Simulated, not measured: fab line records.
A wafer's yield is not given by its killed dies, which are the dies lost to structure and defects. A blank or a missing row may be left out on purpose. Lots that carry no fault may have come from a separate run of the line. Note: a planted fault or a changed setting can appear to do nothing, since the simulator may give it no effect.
fab line records -- flow n5-finfet
record: lots: 7, wafers: 39
route steps=1938 shown FIN_SAQP@102 DUMMY_GATE@243 SD_EPI_P@321 SD_ACTIVATION@330 HKMG_FIN@435 MOL_CONTACT_COAG@586
start-h: hours from the record's first day to the start of the lot's first wafer shown -- wait-h: hours elapsed since this lot's preceding step -- " identical to the entry in the row above -- L1.1+2: a row that stands for several wafers -- - no value present, or no start provided -- * or withheld: withheld -- < > ~ a bound
route shown NAME@n: NAME is a module with steps in the file, n the number in the route of the first one -- usual: mean and standard deviation over wafers with no fault -- same: alike in all rows -- chamber/n: place in a boat -- sites: per-site readings -- _std_site: the standard deviation of these -- _edge_site: inner sites' mean taken away from outer sites' mean -- radius-mm: for every site, how far away it sits from the centre of the wafer -- mask NAME#n: copy n -- behind: the tool/chamber that last shaped the wafer -- hold: reason for holding the lot/hours on hold/outcome of the hold -- device: which transistor (n, p or np) failed to switch -- end of line: the tests these same wafers got at the end of their route -- where a step has no rows: the recipe by itself -- killed: dies lost to structure and defects at the first sort, not the wafer's yield -- map: a wafer's dies, marking killed ones x, the rest . and places with no die _
set.NAME: the setting the step ran with; set.NAME@STEP: the setting that earlier step ran with -- model.NAME: the simulator's own value behind a step, which no gauge read
lots run with intentionally changed settings; tables by step, rows by wafer
== steps ==
step: N5_FIN_SAQP_HM_DEP_72
recipe: material: SiO2, target-thk-a: 120, temp-c: 400, precursor: SiH4/N2O, pressure-torr: 0.75, rf-w: 275, time-s: 7.2
lot.wafer,tool,chamber,start-h,wait-h,set.time-s,model.SiO2_of_FIN_SAQP_HM_DEP_72.thk-nm
L078.1,pecvd-02,0,45.70,0.0,6.228,10.11
L078.2,pecvd-02,1,45.70,0.0,7.2,12.02
L078.3,pecvd-02,2,45.70,0.0,6.228,10.29
L078.4,pecvd-02,2,45.70,0.0,7.2,11.99
L078.5,pecvd-02,1,45.70,0.0,7.2,12.14
L078.6,pecvd-02,0,45.70,0.0,6.228,10.21
L079.1,pecvd-03,1,51.23,0.0,7.2,12.01
L079.2,pecvd-03,2,51.23,0.0,6.904,11.69
L079.3,pecvd-03,0,51.23,0.0,6.904,11.6
L079.4,pecvd-03,2,51.23,0.0,7.2,12.28
L079.5,pecvd-03,0,51.23,0.0,6.904,11.88
L079.6,pecvd-03,1,51.23,0.0,7.2,12.23
L085.1,pecvd-03,1,91.00,0.0,7.2,12.11
L085.2,pecvd-03,0,91.00,0.0,6.465,10.84
L085.3,pecvd-03,2,91.00,0.0,6.465,10.79
L085.4,pecvd-03,1,91.00,0.0,6.465,10.73
L085.5,pecvd-03,0,91.00,0.0,7.2,12.14
L085.6,pecvd-03,2,91.00,0.0,7.2,12.19
L086.1,pecvd-04,1,97.29,0.0,6.289,10.15
L086.2,pecvd-04,2,97.29,0.0,7.2,12.07
L086.3,pecvd-04,0,97.29,0.0,6.289,10.58
L086.4,pecvd-04,0,97.29,0.0,6.289,10.72
L086.5,pecvd-04,1,97.29,0.0,7.2,12.19
L086.6,pecvd-04,2,97.29,0.0,7.2,12.13
L090.1,pecvd-04,2,117.54,0.0,7.2,11.89
L090.2,pecvd-04,0,117.54,0.0,6.223,10.36
L090.3,pecvd-04,1,117.54,0.0,6.223,10.03
L090.4,pecvd-04,1,117.54,0.0,7.2,11.91
L090.5,pecvd-04,2,117.54,0.0,7.2,11.94
L090.6,pecvd-04,0,117.54,0.0,6.223,10.37
L093.1,pecvd-04,0,135.13,0.0,7.2,12
L093.2,pecvd-04,2,135.13,0.0,7.2,11.86
L093.6,pecvd-04,0,135.13,0.0,7.2,12.11
L097.1,pecvd-04,1,159.70,0.0,7.2,11.85
L097.2,pecvd-04,0,159.70,0.0,7.2,11.81
L097.3,pecvd-04,2,159.70,0.0,8.241,13.59
L097.4,pecvd-04,2,159.70,0.0,8.241,13.85
L097.5,pecvd-04,1,159.70,0.0,8.241,13.65
L097.6,pecvd-04,0,159.70,0.0,7.2,12.21
step: N5_FIN_SAQP_COAT_49
recipe: resist: SOC, temp-c: 250, time-s: 60, spin-rpm: 1500, resist-thk-nm: 100
step: N5_FIN_SAQP_COAT_50
recipe: resist: SiARC, temp-c: 220, time-s: 60, spin-rpm: 1500, resist-thk-nm: 35
step: N5_FIN_SAQP_ETCH_52
recipe: chemistry: N2/H2, target: SOC, target-depth-a: 1000, overetch-a: 200, mask-material: SiARC, temp-c: 40, time-s: 150, ion-energy-ev: 200, pressure-mtorr: 30, source-w: 840, bias-w: 150, n2-flow-sccm: 200, h2-flow-sccm: 200, ends: end-point
step: N5_FIN_SAQP_STRIP_53
recipe: chemistry: N2/H2, temp-c: 40, n2-flow-sccm: 200, h2-flow-sccm: 200, rf-frequency-hz: 6e+07
step: N5_FIN_SAQP_HM_OPEN_73
recipe: chemistry: CHF3/O2, target: SiO2, stop-on: a-Si, target-depth-a: 120, over-etch-frac: 1.8, mask-material: SOC, time-s: 16.8, pressure-mtorr: 30, source-w: 650, bias-w: 170, Ar_flow_sccm: 200, CHF3_flow_sccm: 50, O2_flow_sccm: 5, ion-energy-ev: 200, ends: end-point
lot.wafer,tool,chamber,start-h,wait-h,set.time-s@FIN_SAQP_HM_DEP_72,model.etch.depth-nm
L078.1,rie-diel-04,3,46.32,0.0,6.228,10.11
L078.2,rie-diel-04,2,46.32,0.0,7.2,12.02
L078.3,rie-diel-04,1,46.32,0.0,6.228,10.29
L078.4,rie-diel-04,3,46.32,0.0,7.2,11.99
L078.5,rie-diel-04,2,46.32,0.0,7.2,12.14
L078.6,rie-diel-04,1,46.32,0.0,6.228,10.21
L079.1,rie-diel-05,1,51.97,0.0,7.2,12.01
L079.2,rie-diel-05,2,51.97,0.0,6.904,11.69
L079.3,rie-diel-05,0,51.97,0.0,6.904,11.6
L079.4,rie-diel-05,3,51.97,0.0,7.2,12.28
L079.5,rie-diel-05,2,51.97,0.0,6.904,11.88
L079.6,rie-diel-05,1,51.97,0.0,7.2,12.23
L085.1,rie-diel-04,1,91.62,0.0,7.2,12.11
L085.2,rie-diel-04,2,91.62,0.0,6.465,10.84
L085.3,rie-diel-04,0,91.62,0.0,6.465,10.79
L085.4,rie-diel-04,3,91.62,0.0,6.465,10.73
L085.5,rie-diel-04,2,91.62,0.0,7.2,12.14
L085.6,rie-diel-04,1,91.62,0.0,7.2,12.19
L086.1,rie-diel-05,0,98.03,0.0,6.289,10.15
L086.2,rie-diel-05,1,98.03,0.0,7.2,12.07
L086.3,rie-diel-05,3,98.03,0.0,6.289,10.58
L086.4,rie-diel-05,2,98.03,0.0,6.289,10.72
L086.5,rie-diel-05,0,98.03,0.0,7.2,12.19
L086.6,rie-diel-05,1,98.03,0.0,7.2,12.13
L090.1,rie-diel-05,0,118.16,0.0,7.2,11.89
L090.2,rie-diel-05,3,118.16,0.0,6.223,10.36
L090.3,rie-diel-05,1,118.16,0.0,6.223,10.03
L090.4,rie-diel-05,1,118.16,0.0,7.2,11.91
L090.5,rie-diel-05,0,118.16,0.0,7.2,11.94
L090.6,rie-diel-05,3,118.16,0.0,6.223,10.37
L093.1,rie-diel-04,2,135.87,0.0,7.2,12
L093.2,rie-diel-04,1,135.87,0.0,7.2,11.86
L093.6,rie-diel-04,3,135.87,0.0,7.2,12.11
L097.1,rie-diel-02,2,160.45,0.0,7.2,11.85
L097.2,rie-diel-02,3,160.45,0.0,7.2,11.81
L097.3,rie-diel-02,0,160.45,0.0,8.241,13.59
L097.4,rie-diel-02,1,160.45,0.0,8.241,13.85
L097.5,rie-diel-02,0,160.45,0.0,8.241,13.65
L097.6,rie-diel-02,3,160.45,0.0,7.2,12.21
step: N5_DUMMY_GATE_ETCH_31
recipe: chemistry: C4F6/O2, target: SiO2, mask-material: SOC, target-depth-a: 825, time-s: 27.5, ion-energy-ev: 250, pressure-mtorr: 30, source-w: 345, bias-w: 185, Ar_flow_sccm: 300, C4F6_flow_sccm: 10, O2_flow_sccm: 10
lot.wafer,tool,chamber,start-h,wait-h,set.target-depth-a,model.etch.depth-nm,model.SOC_of_DUMMY_GATE_COAT_34.thk-nm
L078.1,rie-diel-01,2,70.33,0.0,825,82.23,52
L078.2,rie-diel-01,3,70.33,0.0,825,83.03,51.8
L078.3,rie-diel-01,1,70.33,0.0,872.5,87.31,51.4
L078.4,rie-diel-01,0,70.33,0.0,872.5,88.1,51.2
L078.5,rie-diel-01,3,70.33,0.0,825,82.74,52
L078.6,rie-diel-01,2,70.33,0.0,872.5,87.76,51.2
L079.1,rie-diel-06,0,76.64,0.0,857.7,88.63,51
L079.2,rie-diel-06,3,76.64,0.0,857.7,86.03,51.4
L079.3,rie-diel-06,2,76.64,0.0,825,83.18,51.6
L079.4,rie-diel-06,2,76.64,0.0,857.7,86.39,51.2
L079.5,rie-diel-06,0,76.64,0.0,825,84.77,51.4
L079.6,rie-diel-06,3,76.64,0.0,825,82.46,51.6
L085.1,rie-diel-06,2,120.41,0.0,825,82.65,51.8
L085.2,rie-diel-06,0,120.41,0.0,825,83.87,51.6
L085.3,rie-diel-06,1,120.41,0.0,725.7,74.33,52.4
L085.4,rie-diel-06,3,120.41,0.0,725.7,71.15,52.8
L085.5,rie-diel-06,2,120.41,0.0,725.7,72.67,52.8
L085.6,rie-diel-06,3,120.41,0.0,825,82.33,51.6
L086.1,rie-diel-06,2,124.64,0.1,825,83,52
L086.2,rie-diel-06,3,124.64,0.1,918.9,90.78,51
L086.3,rie-diel-06,1,124.64,0.1,918.9,94.8,50.8
L086.4,rie-diel-06,0,124.64,0.1,918.9,93.57,50.6
L086.5,rie-diel-06,3,124.64,0.1,825,82.24,51.8
L086.6,rie-diel-06,2,124.64,0.1,825,83.74,51.8
L090.1,rie-diel-06,2,141.76,0.1,825,82.86,52
L090.2,rie-diel-06,3,141.76,0.1,825,80.85,52.2
L090.3,rie-diel-06,0,141.76,0.1,825,83.77,51.8
L090.4,rie-diel-06,1,141.76,0.1,825,84.7,51.8
L090.5,rie-diel-06,3,141.76,0.1,825,82.19,52
L090.6,rie-diel-06,2,141.76,0.1,825,82.4,52
L093.1,rie-diel-01,1,159.78,0.1,825,83.01,51.8
L093.2,rie-diel-01,0,159.78,0.1,825,83.75,51.8
L093.6,rie-diel-01,0,159.78,0.1,825,83.42,51.6
L097.1,rie-diel-01,1,183.93,0.2,825,82.1,51.8
L097.2,rie-diel-01,3,183.93,0.2,825,83.88,51.6
L097.3,rie-diel-01,0,183.93,0.2,825,83.1,51.6
L097.4,rie-diel-01,2,183.93,0.2,732.6,72.99,52.6
L097.5,rie-diel-01,3,183.93,0.2,732.6,74.13,52.6
L097.6,rie-diel-01,2,183.93,0.2,732.6,73.53,52.6
step: N5_DUMMY_GATE_ETCH_32
recipe: chemistry: CF4, target: SiO2, target-depth-a: 35, time-s: 3.9, ion-energy-ev: 350, pressure-mtorr: 10, icp-w: 800, bias-w: 400, cf4-flow-sccm: 80
lot.wafer,tool,chamber,start-h,wait-h,set.time-s,model.etch.depth-nm
L078.1,rie-si-01,2,70.57,0.1,3.9,3.583
L078.2,rie-si-01,3,70.57,0.1,3.9,3.456
L078.3,rie-si-01,1,70.57,0.1,3.9,3.515
L078.4,rie-si-01,3,70.57,0.1,3.9,3.467
L078.5,rie-si-01,2,70.57,0.1,3.9,3.584
L078.6,rie-si-01,1,70.57,0.1,3.9,3.488
L079.1,rie-si-01,3,76.89,0.1,4.812,4.241
L079.2,rie-si-01,2,76.89,0.1,4.812,4.417
L079.3,rie-si-01,1,76.89,0.1,3.9,3.504
L079.4,rie-si-01,2,76.89,0.1,3.9,3.574
L079.5,rie-si-01,3,76.89,0.1,3.9,3.48
L079.6,rie-si-01,1,76.89,0.1,4.812,4.279
L085.1,rie-si-03,2,120.66,0.1,3.9,3.545
L085.2,rie-si-03,0,120.66,0.1,3.9,3.513
L085.3,rie-si-03,1,120.66,0.1,3.9,3.503
L085.4,rie-si-03,3,120.66,0.1,3.9,3.599
L085.5,rie-si-03,3,120.66,0.1,3.9,3.608
L085.6,rie-si-03,2,120.66,0.1,3.9,3.508
L086.1,rie-si-01,3,124.89,0.1,3.9,3.489
L086.2,rie-si-01,1,124.89,0.1,3.9,3.528
L086.3,rie-si-01,2,124.89,0.1,4.82,4.466
L086.4,rie-si-01,0,124.89,0.1,3.9,3.529
L086.5,rie-si-01,2,124.89,0.1,4.82,4.419
L086.6,rie-si-01,3,124.89,0.1,4.82,4.298
L090.1,rie-si-04,1,142.00,0.1,3.9,3.471
L090.2,rie-si-04,0,142.00,0.1,3.9,3.489
L090.3,rie-si-04,2,142.00,0.1,3.9,3.597
L090.4,rie-si-04,3,142.00,0.1,3.9,3.509
L090.5,rie-si-04,1,142.00,0.1,3.9,3.479
L090.6,rie-si-04,2,142.00,0.1,3.9,3.556
L093.1,rie-si-03,2,160.03,0.1,3.9,3.482
L093.2,rie-si-03,1,160.03,0.1,3.9,3.466
L093.6,rie-si-03,2,160.03,0.1,3.9,3.494
L097.1,rie-si-01,1,184.18,0.1,3.9,3.477
L097.2,rie-si-01,3,184.18,0.1,3.9,3.439
L097.3,rie-si-01,0,184.18,0.1,3.9,3.479
L097.4,rie-si-01,2,184.18,0.1,3.9,3.569
L097.5,rie-si-01,3,184.18,0.1,3.9,3.446
L097.6,rie-si-01,2,184.18,0.1,3.9,3.56
step: N5_SD_EPI_P_EPI_21
recipe: material: SiGe:B, dopant: B, temp-c: 550, pressure-torr: 20, ambient: H2, time-s: 355
lot.wafer,tool,chamber,start-h,wait-h,set.dopant-conc-cm3
L078.1+2+3+4+5+6,epi-rpcvd-01,0,78.47,0.1,3e+20
L079.1+2+3+4+5+6,epi-rpcvd-04,0,84.43,0.1,3e+20
L085.1+2+3,epi-rpcvd-03,0,128.39,0.2,2.615e+20
L085.4+5+6,epi-rpcvd-03,0,129.83,1.5,3e+20
L086.1+4+5,epi-rpcvd-04,0,132.18,0.1,3e+20
L086.2+3+6,epi-rpcvd-04,0,132.18,0.1,3.187e+20
L090.1+2+3+4+5+6,epi-rpcvd-03,0,149.77,0.1,3e+20
L093.1+2+6,epi-rpcvd-01,0,167.14,0.1,3e+20
L097.1+4+6,epi-rpcvd-04,0,192.17,0.1,3e+20
L097.2+3+5,epi-rpcvd-04,0,192.17,0.1,3.402e+20
step: N5_SD_EPI_P_HM_STRIP_48
recipe: chemistry: H3PO4, temp-c: 160, material: SiNx, target: SiNx, target-depth-a: 30, overetch-fraction: 0.3
step: N5_SD_ACTIVATION_RTA_00
recipe: temp-c: 975, time-s: 0, ambient: N2, idle-temp-c: 600, ramp-up-c-per-s: 150, ramp-down-c-per-s: 60, cool-to-c: 600
step: N5_SD_ACTIVATION_LSA_01
recipe: temp-c: 1080, time-s: 0.0008, ambient: N2
step: N5_SD_ACTIVATION_RS_MEAS_03
recipe: thk-meas-gauge: four-point-probe
usual: RS_SD_N: 21.79/0.28, RS_SD_P: 56.0/1.1
lot.wafer,tool,chamber,start-h,wait-h,set.dopant-conc-cm3@SD_EPI_P_EPI_21,RS_SD_N[ohm/sq],RS_SD_P[ohm/sq]
L078.1,film-metro-02,-,81.27,0.2,3e+20,21.14,56.5
L078.2,film-metro-02,-,81.27,0.2,3e+20,21.60,56.1
L078.3,film-metro-02,-,81.27,0.2,3e+20,22.15,55.3
L078.4,film-metro-02,-,81.27,0.2,3e+20,21.24,55.4
L078.5,film-metro-02,-,81.27,0.2,3e+20,21.68,55.9
L078.6,film-metro-02,-,81.27,0.2,3e+20,21.11,55.9
L079.1,film-metro-01,-,87.23,0.2,3e+20,21.65,55.8
L079.2,film-metro-01,-,87.23,0.2,3e+20,21.50,55.3
L079.3,film-metro-01,-,87.23,0.2,3e+20,21.93,55.4
L079.4,film-metro-01,-,87.23,0.2,3e+20,21.46,56.5
L079.5,film-metro-01,-,87.23,0.2,3e+20,21.85,54.8
L079.6,film-metro-01,-,87.23,0.2,3e+20,21.69,54.7
L085.1,film-metro-02,-,131.94,0.2,2.615e+20,21.56,66.1
L085.2,film-metro-02,-,131.94,0.2,2.615e+20,21.78,66.7
L085.3,film-metro-02,-,131.94,0.2,2.615e+20,21.62,67.1
L085.4,film-metro-02,-,131.94,0.2,3e+20,22.03,58.1
L085.5,film-metro-02,-,131.94,0.2,3e+20,22.18,58.7
L085.6,film-metro-02,-,131.94,0.2,3e+20,21.66,58.3
L086.1,film-metro-02,-,135.03,0.2,3e+20,21.45,55.2
L086.2,film-metro-02,-,135.03,0.2,3.187e+20,21.93,52.1
L086.3,film-metro-02,-,135.03,0.2,3.187e+20,22.02,51.6
L086.4,film-metro-02,-,135.03,0.2,3e+20,22.02,54.7
L086.5,film-metro-02,-,135.03,0.2,3e+20,22.23,54.3
L086.6,film-metro-02,-,135.03,0.2,3.187e+20,21.99,51.8
L090.1,film-metro-01,-,152.59,0.2,3e+20,21.89,54.7
L090.2,film-metro-01,-,152.59,0.2,3e+20,22.41,54.6
L090.3,film-metro-01,-,152.59,0.2,3e+20,22.29,54.7
L090.4,film-metro-01,-,152.59,0.2,3e+20,21.81,54.7
L090.5,film-metro-01,-,152.59,0.2,3e+20,21.70,55.6
L090.6,film-metro-01,-,152.59,0.2,3e+20,21.55,54.7
L093.1,film-metro-02,-,170.06,0.2,3e+20,22.06,54.1
L093.2,film-metro-02,-,170.06,0.2,3e+20,21.88,53.5
L093.6,film-metro-02,-,170.06,0.2,3e+20,22.02,54.0
L097.1,film-metro-02,-,194.98,0.2,3e+20,20.76,54.5
L097.2,film-metro-02,-,194.98,0.2,3.402e+20,20.73,48.7
L097.3,film-metro-02,-,194.98,0.2,3.402e+20,21.61,49.1
L097.4,film-metro-02,-,194.98,0.2,3e+20,21.69,54.5
L097.5,film-metro-02,-,194.98,0.2,3.402e+20,21.13,48.7
L097.6,film-metro-02,-,194.98,0.2,3e+20,21.40,54.2
step: N5_HKMG_FIN_ETCH_32
recipe: chemistry: N2/H2, target: SOC, target-depth-a: 2400, temp-c: 40, time-s: 300, ion-energy-ev: 200, mask-material: SiARC, pressure-mtorr: 30, source-w: 840, bias-w: 150, n2-flow-sccm: 200, h2-flow-sccm: 200
usual: rf-vpp-V: 525/3.5
lot.wafer,tool,chamber,start-h,wait-h,set.bias-w,rf-vpp-V,model.HKMG_FIN.feature-depth-nm,model.etch.depth-nm,model.SiARC_of_HKMG_FIN_COAT_30.thk-nm
L078.1,rie-diel-02,1,100.84,0.0,150,529,243.4,243.5,21
L078.2,rie-diel-02,0,100.84,0.0,126.7,476,225.4,225.4,24
L078.3,rie-diel-02,2,100.84,0.0,126.7,471,222.2,222.2,23.8
L078.4,rie-diel-02,3,100.84,0.0,126.7,473,219,218.9,24.2
L078.5,rie-diel-02,3,100.84,0.0,150,528,239.4,239.4,21.2
L078.6,rie-diel-02,2,100.84,0.0,150,524,241.8,241.8,21
L079.1,rie-diel-04,0,107.07,0.0,150,527,244.2,244.2,21.2
L079.2,rie-diel-04,2,107.07,0.0,150,522,240.8,240.9,21.2
L079.3,rie-diel-04,1,107.07,0.0,177.4,579,259.4,259.4,18.6
L079.4,rie-diel-04,3,107.07,0.0,177.4,583,267.6,267.7,17.8
L079.5,rie-diel-04,1,107.07,0.0,150,520,237.8,237.9,21.6
L079.6,rie-diel-04,0,107.07,0.0,177.4,588,267.6,267.5,18.2
L085.1,rie-diel-04,2,148.39,0.0,150,522,241.4,241.4,21
L085.2,rie-diel-04,0,148.39,0.0,150,530,244,244,21
L085.3,rie-diel-04,3,148.39,0.0,150,524,246.6,246.5,20.6
L085.4,rie-diel-04,1,148.39,0.0,150,521,237.2,237.1,21.4
L085.5,rie-diel-04,2,148.39,0.0,150,522,243,243,21
L085.6,rie-diel-04,3,148.39,0.0,150,525,244.2,244.1,20.6
L086.1,rie-diel-05,2,151.93,0.0,150,528,241,241,21.2
L086.2,rie-diel-05,1,151.93,0.0,150,519,236.4,236.5,21.4
L086.3,rie-diel-05,3,151.93,0.0,137.2,497,230,230.1,22.8
L086.4,rie-diel-05,0,151.93,0.0,137.2,499,226,226.1,22.8
L086.5,rie-diel-05,2,151.93,0.0,150,529,243.8,243.8,21
L086.6,rie-diel-05,1,151.93,0.0,137.2,490,226.2,226.2,22.8
L090.1,rie-diel-02,1,169.33,0.0,150,528,238.8,238.8,21
L090.2,rie-diel-02,0,169.33,0.0,150,528,239.4,239.4,21.2
L090.3,rie-diel-02,2,169.33,0.0,150,521,238,237.9,21
L090.4,rie-diel-02,3,169.33,0.0,150,524,234.6,234.7,21.4
L090.5,rie-diel-02,0,169.33,0.0,150,529,242,242,21.2
L090.6,rie-diel-02,3,169.33,0.0,150,526,233.2,233.3,21.4
L093.1,rie-diel-04,0,187.75,0.0,150,528,245,245,21
L093.2,rie-diel-04,2,187.75,0.0,150,522,240.8,240.8,21
L093.6,rie-diel-04,0,187.75,0.0,150,530,244.4,244.3,21
L097.1,rie-diel-05,1,212.22,0.0,137.8,491,230.4,230.4,22.2
L097.2,rie-diel-05,0,212.22,0.0,150,527,243.4,243.3,20.8
L097.3,rie-diel-05,2,212.22,0.0,137.8,501,233.2,233.1,22.4
L097.4,rie-diel-05,3,212.22,0.0,150,525,243.8,243.9,20.8
L097.5,rie-diel-05,2,212.22,0.0,150,529,245.2,245.1,20.8
L097.6,rie-diel-05,3,212.22,0.0,137.8,497,234,234,22.4
step: N5_MOL_CONTACT_COAG_VIA_ETCH_46
recipe: chemistry: C4F6/O2, target-depth-a: 460, overetch-a: 92, mask-material: SOC, target: SiO2, bias-w: 455, pressure-mtorr: 10, time-s: 40, source-w: 325, Ar_flow_sccm: 300, C4F6_flow_sccm: 10, O2_flow_sccm: 10, ion-energy-ev: 575.3, ends: end-point
usual: rf-vpp-V: 1592/11
lot.wafer,tool,chamber,start-h,wait-h,set.bias-w,rf-vpp-V
L078.1,rie-diel-04,1,123.78,0.0,455,1568
L078.2,rie-diel-04,2,123.78,0.0,455,1590
L078.3,rie-diel-04,3,123.78,0.0,455,1598
L078.4,rie-diel-04,0,123.78,0.0,511.6,1734
L078.5,rie-diel-04,0,123.78,0.0,511.6,1732
L078.6,rie-diel-04,1,123.78,0.0,511.6,1710
L079.1,rie-diel-02,1,130.65,0.0,455,1606
L079.2,rie-diel-02,0,130.65,0.0,526.5,1769
L079.3,rie-diel-02,2,130.65,0.0,455,1603
L079.4,rie-diel-02,3,130.65,0.0,526.5,1770
L079.5,rie-diel-02,3,130.65,0.0,455,1587
L079.6,rie-diel-02,2,130.65,0.0,526.5,1785
L086.1,rie-diel-05,0,173.56,0.0,489.8,1693
L086.2,rie-diel-05,1,173.56,0.0,455,1585
L086.3,rie-diel-05,2,173.56,0.0,489.8,1699
L086.4,rie-diel-05,3,173.56,0.0,489.8,1673
L086.5,rie-diel-05,0,173.56,0.0,455,1605
L086.6,rie-diel-05,1,173.56,0.0,455,1585
L085.1,rie-diel-05,0,174.04,0.0,455,1605
L085.2,rie-diel-05,1,174.04,0.0,455,1583
L085.3,rie-diel-05,3,174.04,0.0,455,1584
L085.4,rie-diel-05,2,174.04,0.0,455,1608
L085.5,rie-diel-05,1,174.04,0.0,455,1586
L085.6,rie-diel-05,0,174.04,0.0,455,1603
L090.1,rie-diel-04,2,194.28,0.0,455,1588
L090.2,rie-diel-04,3,194.28,0.0,455,1597
L090.3,rie-diel-04,1,194.28,0.0,514.2,1716
L090.4,rie-diel-04,0,194.28,0.0,455,1588
L090.5,rie-diel-04,3,194.28,0.0,514.2,1747
L090.6,rie-diel-04,2,194.28,0.0,514.2,1738
L093.1,rie-diel-02,3,213.02,0.0,455,1586
L093.2,rie-diel-02,0,213.02,0.0,455,1586
L093.6,rie-diel-02,3,213.02,0.0,455,1589
L097.1,rie-diel-04,2,234.42,0.0,455,1587
L097.2,rie-diel-04,0,234.42,0.0,455,1586
L097.3,rie-diel-04,3,234.42,0.0,455,1597
L097.4,rie-diel-04,1,234.42,0.0,455,1566
L097.5,rie-diel-04,3,234.42,0.0,455,1596
L097.6,rie-diel-04,0,234.42,0.0,455,1587
step: N5_MOL_CONTACT_COAG_ETCH_47
recipe: chemistry: CH3F/O2, target: SiNx, target-depth-a: 270, mask-material: SiO2, stop-on: W, over-etch-frac: 0.2, ion-energy-ev: 120, endpoint: OES-CN, pressure-mtorr: 30, source-w: 395, bias-w: 73, Ar_flow_sccm: 150, CH3F_flow_sccm: 30, O2_flow_sccm: 20, ends: end-point
usual: rf-vpp-V: 298.4/2.3
lot.wafer,tool,chamber,start-h,wait-h,set.source-w,rf-vpp-V
L078.1,rie-diel-04,1,123.88,0.0,450.7,276.5
L078.2,rie-diel-04,2,123.88,0.0,395,297.3
L078.3,rie-diel-04,3,123.88,0.0,450.7,281.9
L078.4,rie-diel-04,0,123.88,0.0,395,297.0
L078.5,rie-diel-04,0,123.88,0.0,395,296.4
L078.6,rie-diel-04,1,123.88,0.0,450.7,277.4
L079.1,rie-diel-02,1,130.76,0.0,395,299.6
L079.2,rie-diel-02,0,130.76,0.0,395,297.7
L079.3,rie-diel-02,2,130.76,0.0,395,302.4
L079.4,rie-diel-02,3,130.76,0.0,395,298.5
L079.5,rie-diel-02,3,130.76,0.0,395,298.7
L079.6,rie-diel-02,2,130.76,0.0,395,299.8
L086.1,rie-diel-05,0,173.66,0.0,395,300.6
L086.2,rie-diel-05,1,173.66,0.0,366.7,308.4
L086.3,rie-diel-05,2,173.66,0.0,395,301.7
L086.4,rie-diel-05,3,173.66,0.0,366.7,308.1
L086.5,rie-diel-05,0,173.66,0.0,395,299.7
L086.6,rie-diel-05,1,173.66,0.0,366.7,308.3
L085.1,rie-diel-05,0,174.15,0.0,395,300.4
L085.2,rie-diel-05,1,174.15,0.0,395,296.3
L085.3,rie-diel-05,3,174.15,0.0,395,296.8
L085.4,rie-diel-05,2,174.15,0.0,395,302.7
L085.5,rie-diel-05,1,174.15,0.0,395,299.2
L085.6,rie-diel-05,0,174.15,0.0,395,301.4
L090.1,rie-diel-04,2,194.39,0.0,343.1,317.7
L090.2,rie-diel-04,3,194.39,0.0,395,300.6
L090.3,rie-diel-04,1,194.39,0.0,343.1,313.6
L090.4,rie-diel-04,0,194.39,0.0,395,296.9
L090.5,rie-diel-04,3,194.39,0.0,343.1,320.6
L090.6,rie-diel-04,2,194.39,0.0,395,297.0
L093.1,rie-diel-02,3,213.13,0.0,395,297.9
L093.2,rie-diel-02,0,213.13,0.0,395,299.6
L093.6,rie-diel-02,3,213.13,0.0,395,298.2
L097.1,rie-diel-04,2,234.52,0.0,395,295.6
L097.2,rie-diel-04,0,234.52,0.0,395,296.3
L097.3,rie-diel-04,3,234.52,0.0,358.9,313.1
L097.4,rie-diel-04,1,234.52,0.0,358.9,306.6
L097.5,rie-diel-04,3,234.52,0.0,358.9,313.3
L097.6,rie-diel-04,0,234.52,0.0,395,297.3
== key ==
split: step: N5_FIN_SAQP_HM_DEP_72, setting: time-s, stated: 7.2, by: wafer
response: step: N5_FIN_SAQP_HM_DEP_72, reading: model.SiO2_of_FIN_SAQP_HM_DEP_72.thk-nm, change: +0.127, per: 1%, r: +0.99
response: step: N5_FIN_SAQP_HM_OPEN_73, reading: model.etch.depth-nm, change: +0.127, per: 1%, r: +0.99
split: step: N5_DUMMY_GATE_ETCH_31, setting: target-depth-a, stated: 825, by: wafer
response: step: N5_DUMMY_GATE_ETCH_31, reading: model.etch.depth-nm, change: +0.862, per: 1%, r: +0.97
response: step: N5_DUMMY_GATE_ETCH_31, reading: model.SOC_of_DUMMY_GATE_COAT_34.thk-nm, change: -0.0887, per: 1%, r: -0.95
split: step: N5_DUMMY_GATE_ETCH_32, setting: time-s, stated: 3.9, by: wafer
response: step: N5_DUMMY_GATE_ETCH_32, reading: model.etch.depth-nm, change: +0.0356, per: 1%, r: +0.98
split: step: N5_SD_EPI_P_EPI_21, setting: dopant-conc-cm3, stated: 3e+20, by: wafer
response: step: N5_SD_ACTIVATION_RS_MEAS_03, reading: RS_SD_P, change: -0.519, per: 1%, r: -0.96
split: step: N5_HKMG_FIN_ETCH_32, setting: bias-w, stated: 150, by: wafer
response: step: N5_HKMG_FIN_ETCH_32, reading: rf-vpp-V, change: +3.42, per: 1%, r: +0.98
response: step: N5_HKMG_FIN_ETCH_32, reading: model.HKMG_FIN.feature-depth-nm, change: +1.32, per: 1%, r: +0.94
response: step: N5_HKMG_FIN_ETCH_32, reading: model.etch.depth-nm, change: +1.32, per: 1%, r: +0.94
response: step: N5_HKMG_FIN_ETCH_32, reading: model.SiARC_of_HKMG_FIN_COAT_30.thk-nm, change: -0.181, per: 1%, r: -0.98
split: step: N5_MOL_CONTACT_COAG_VIA_ETCH_46, setting: bias-w, stated: 455, by: wafer
response: step: N5_MOL_CONTACT_COAG_VIA_ETCH_46, reading: rf-vpp-V, change: +11.3, per: 1%, r: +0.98
split: step: N5_MOL_CONTACT_COAG_ETCH_47, setting: source-w, stated: 395, by: wafer
response: step: N5_MOL_CONTACT_COAG_ETCH_47, reading: rf-vpp-V, change: -1.38, per: 1%, r: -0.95
